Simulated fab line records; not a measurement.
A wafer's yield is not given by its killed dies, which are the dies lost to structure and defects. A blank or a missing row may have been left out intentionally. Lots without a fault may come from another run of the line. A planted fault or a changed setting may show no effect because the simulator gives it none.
Matching of chambers / flow n5 finfet / 4 sister chambers for N5_HKMG_FIN_ETCH_55 on rie diel-04
The step etches SOC in N2/H2, target depth 240 nm, time 300 s. 8 wafers are shown with their chamber, then 10 later ones without.

## WAFERS PAIRED WITH THEIR CHAMBERS
wafer=L078.4; chamber=3; drypump motor current A (A)=5.6; throttle valve pct (%)=17.97
wafer=L082.5; chamber=3; drypump motor current A (A)=5.6; throttle valve pct (%)=17.98
wafer=L084.5; chamber=1; drypump motor current A (A)=5.6; throttle valve pct (%)=17.97
wafer=L086.1; chamber=0; drypump motor current A (A)=5.3; throttle valve pct (%)=17.82
wafer=L086.3; chamber=2; drypump motor current A (A)=6.0; throttle valve pct (%)=17.56
wafer=L086.5; chamber=1; drypump motor current A (A)=5.5; throttle valve pct (%)=17.97
wafer=L092.2; chamber=2; drypump motor current A (A)=6.0; throttle valve pct (%)=17.57
wafer=L092.4; chamber=0; drypump motor current A (A)=5.3; throttle valve pct (%)=17.84

## WAFERS WHOSE CHAMBER IS MISSING
wafer=L092.5; drypump motor current A (A)=6.0; throttle valve pct (%)=17.57
wafer=L093.3; drypump motor current A (A)=5.6; throttle valve pct (%)=18.02
wafer=L093.5; drypump motor current A (A)=5.6; throttle valve pct (%)=18.01
wafer=L093.6; drypump motor current A (A)=6.0; throttle valve pct (%)=17.57
wafer=L095.1; drypump motor current A (A)=5.6; throttle valve pct (%)=18.03
wafer=L095.4; drypump motor current A (A)=5.6; throttle valve pct (%)=18.03
wafer=L095.6; drypump motor current A (A)=6.0; throttle valve pct (%)=17.59
wafer=L091.3; drypump motor current A (A)=6.0; throttle valve pct (%)=17.60
wafer=L091.4; drypump motor current A (A)=5.3; throttle valve pct (%)=17.88
wafer=L091.5; drypump motor current A (A)=5.6; throttle valve pct (%)=18.05

## WHICH CHAMBER EACH ONE RAN IN
wafer=L092.5; from the rows above=2; in truth=2
wafer=L093.3; from the rows above=can't be placed: 3 or 1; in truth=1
wafer=L093.5; from the rows above=can't be placed: 3 or 1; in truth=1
wafer=L093.6; from the rows above=2; in truth=2
wafer=L095.1; from the rows above=can't be placed: 3 or 1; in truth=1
wafer=L095.4; from the rows above=can't be placed: 3 or 1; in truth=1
wafer=L095.6; from the rows above=2; in truth=2
wafer=L091.3; from the rows above=2; in truth=2
wafer=L091.4; from the rows above=0; in truth=0
wafer=L091.5; from the rows above=can't be placed: 3 or 1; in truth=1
Correctly placed: 5 of 10. From these rows, 5 cannot be placed; in 5 the true chamber is one of the candidates. 0 placed wrongly.
How it was worked out, from the rows above alone: a wafer's distance from a chamber is the root of the sum, over the readings, of the square of ((its reading less the chamber's mean) divided by the reading's scatter). If the next closest chamber is less than 2 further off than the closest, the wafer can't be placed; otherwise it belongs to the closest. A chamber's mean is the mean of its shown wafers. The scatter is the square root of a quotient: the sum, over the shown wafers, of each reading's squared deviation from its chamber's mean, divided by wafers minus chambers.
